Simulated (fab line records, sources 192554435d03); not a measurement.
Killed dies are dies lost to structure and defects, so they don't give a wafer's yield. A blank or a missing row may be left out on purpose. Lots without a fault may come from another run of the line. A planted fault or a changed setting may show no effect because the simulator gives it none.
A struck lot beside a sound one | flow n5_finfet | 38 steps out of a route of 1938
Sound: wafers L770.1, L770.3, L770.4. Struck: wafer L775.4. (L775.2, L775.3 of the same lot were not struck and are left out.) The cause comes at the end.
At each step with rows: each side's tool, then ch and its chambers, then its first start. Under that, the readings that differ: sound wafers | struck wafers | difference of the means | sigmas: that difference in standard deviations of wafers without a fault.
alike: readings whose means differ by less than 2 such deviations, and words and numbers that are the same on both sides. not compared: withheld readings, readings that some wafer has no value for, bounds like >300 that may hide the same value, and numbers for which the record gives no deviation and whose values overlap.
The two part at a step that has a row with sigmas, a row that says differs or no value, or rows on one side only. Numbers that don't overlap but have no deviation are shown without sigmas and don't part them. A reading that every wafer of one side lacks parts them only if that side has two wafers or more.

first, 10 steps without rows for these wafers: N5_FIN_SAQP_DESCUM_21 (chemistry O2, time 7.9 s); N5_FIN_SAQP_ETCH_51 (etches SiARC in CF4, target depth 45.5 nm, time 75.8 s); N5_FIN_SAQP_ETCH_52 (etches SOC in N2/H2, target depth 100 nm, overetch 20 nm, time 150 s); N5_FIN_SAQP_STRIP_53 (strips in N2/H2); N5_FIN_SAQP_HM_OPEN_73 (chemistry CHF3/O2, target SiO2, stops on a-Si, target depth 12 nm, time 16.8 s); N5_FIN_SAQP_STRIP_74 (strips in CHF3/O2); N5_FIN_SAQP_MANDREL_ETCH_22 (etches a-Si in HBr/Cl2, stops on SiNx, target depth 60 nm, bt time 10 s, time 30 s); N5_FIN_SAQP_STRIP_55 (strips in N2/H2); N5_FIN_SAQP_STRIP_23 (strips in SPM, time 750 s); N5_FIN_SAQP_SRD_66 (time 30 s).
N5_FIN_SAQP_RECESS_75: chemistry HF/NH3, target SiO2, target depth 14.4 nm, afs cycles 3, sublimation time 60 s.
  sound on vapor_etch-02 ch 0,1, day 5 10:42; struck on vapor_etch-02 ch 1, day 6 16:44
  alike: drypump_motor_current_A, foreline_p_Torr, temp_c
then, 23 steps without rows for these wafers: N5_FIN_SAQP_SPACER1_ALD_24 (deposits SiO2, target thk 20.3 nm, pulse time 1 s, purge time 2 s); N5_FIN_SAQP_SPACER1_ETCHBACK_25 (etches SiO2 in CHF3/O2, target depth 24.4 nm, time 12.2 s); N5_FIN_SAQP_MANDREL1_REMOVE_56 (chemistry HBr/Cl2/O2, target a-Si, stops on SiNx, bt time 10 s); N5_FIN_SAQP_ETCH_57 (etches SiNx in CH3F/O2, target depth 32.5 nm, time 46.4 s); N5_FIN_SAQP_ETCH_65 (etches SiO2 in CF4, target depth 4 nm, time 4.4 s); N5_FIN_SAQP_MANDREL_ETCH_58 (etches a-Si in HBr/Cl2, stops on SiNx, target depth 45 nm, bt time 10 s, time 27 s); N5_FIN_SAQP_RECESS_63 (chemistry HF/NH3, target SiO2, target depth 18 nm, afs cycles 3, sublimation time 60 s); N5_FIN_SAQP_COAT_68 (time 60 s, resist thk 100 nm); N5_FIN_SAQP_ETCH_69 (etches SOC in N2/H2, stops on SiNx, target depth 150 nm); N5_FIN_SAQP_ETCH_67 (etches SiNx in CH3F/O2, target depth 30 nm); N5_FIN_SAQP_STRIP_70 (strips in N2/H2); N5_FIN_SAQP_RECESS_71 (chemistry HF/NH3, target SiO2, target depth 3 nm, afs cycles 1, sublimation time 60 s); N5_FIN_SAQP_SPACER2_ALD_28 (deposits SiO2, target thk 8.1 nm, pulse time 1 s, purge time 2 s); N5_FIN_SAQP_SPACER2_ETCHBACK_29 (etches SiO2 in CHF3/O2, target depth 12.2 nm, time 6.1 s); N5_FIN_SAQP_MANDREL2_REMOVE_60 (chemistry HBr/Cl2/O2, target a-Si, stops on SiNx, bt time 10 s); N5_FIN_SAQP_HM_OPEN_33 (chemistry CH3F/O2, target SiNx, target depth 49.4 nm, time 70.6 s); N5_FIN_SAQP_ETCH_34 (etches SiO2 in C4F6/O2, target depth 45 nm, time 15 s); N5_FIN_SAQP_STRIP_77 (strips in N2/H2, time 90 s); N5_FIN_SAQP_ETCH_64 (etches SiO2 in CF4, target depth 1.5 nm); N5_FIN_SAQP_FIN_ETCH_36 (etches the open film in HBr/Cl2/O2, target depth 120 nm, time 50.4 s); N5_FIN_SAQP_PRECLEAN_38 (cleans in O3/DIW, time 45 s); N5_FIN_SAQP_PRECLEAN_45 (cleans in dHF, time 10 s); N5_FIN_SAQP_SRD_39 (time 30 s).
N5_FIN_CUT_INSPECT_10: inspects for defects (brightfield).
  sound on defect_inspect-02, day 5 14:56; struck on defect_inspect-01, day 6 22:02
  reading          | sound    | struck | difference | sigmas
  raw_defect_count | 48 33 55 | 294    | +249       | +23
N5_FIN_CUT_INSPECT_17: inspects for defects (brightfield).
  sound on defect_inspect-01, day 5 15:53; struck on defect_inspect-02, day 6 22:59
  reading          | sound       | struck | difference | sigmas
  raw_defect_count | 240 170 232 | 458    | +244       | +4
-- the record jumps here: 6 days lie between the struck wafers' starts before and after (it left off in module FIN_CUT and takes up again in module BEOL_M4, whose first step shown is number 1111 of the route) --
N5_BEOL_M4_RC_MEAS_101:
  sound on prober-01 ch 0, day 11 09:48; struck on prober-02 ch 0, day 12 12:16
  reading       | sound                | struck | difference | sigmas
  SS_P (mV/dec) | 73.1 74.5 74.2       | 72.7   | -1.2       | -2
  VT_P (mV)     | -246.8 -247.0 -244.7 | -252.7 | -6.5       | -3
  alike: DIBL_N, DIBL_P, IOFF_N, IOFF_P, ION_N, ION_P, SS_N, VT_N
-- the record jumps here: 4 days lie between the struck wafers' starts before and after (it left off in module BEOL_M4 and takes up again in module PASSIVATION, whose first step shown is number 1936 of the route) --
N5_PASSIVATION_PROBE_49:
  sound on prober-02, day 16 00:58; struck on prober-01, day 16 22:35
  reading                  | sound          | struck | difference | sigmas
  defect_limited_yield (%) | 90.2 91.1 91.3 | 83.3   | -7.6       | -5
  killed_at_front_end      | 40 33 50       | 151    | +110       | +10
  killed_dies              | 116 105 103    | 197    | +89        | +6
  sort_bin_5_function (%)  | 5.8 5.2 5.4    | 10.5   | +5.0       | +5
  sort_n_pass              | 1064 1075 1077 | 983    | -89        | -6
  sort_yield_pct (%)       | 90.2 91.1 91.3 | 83.3   | -7.6       | -5
  alike: killed_at_M0_to_M3, killed_at_M4_up, killed_at_contacts, killed_at_other, killed_on_rim, killed_open, killed_short, sort_bin_6_memory

WHERE THEY PART
First at N5_FIN_CUT_INSPECT_10; last, within this record, at N5_PASSIVATION_PROBE_49.

WHY: what the simulator had put in
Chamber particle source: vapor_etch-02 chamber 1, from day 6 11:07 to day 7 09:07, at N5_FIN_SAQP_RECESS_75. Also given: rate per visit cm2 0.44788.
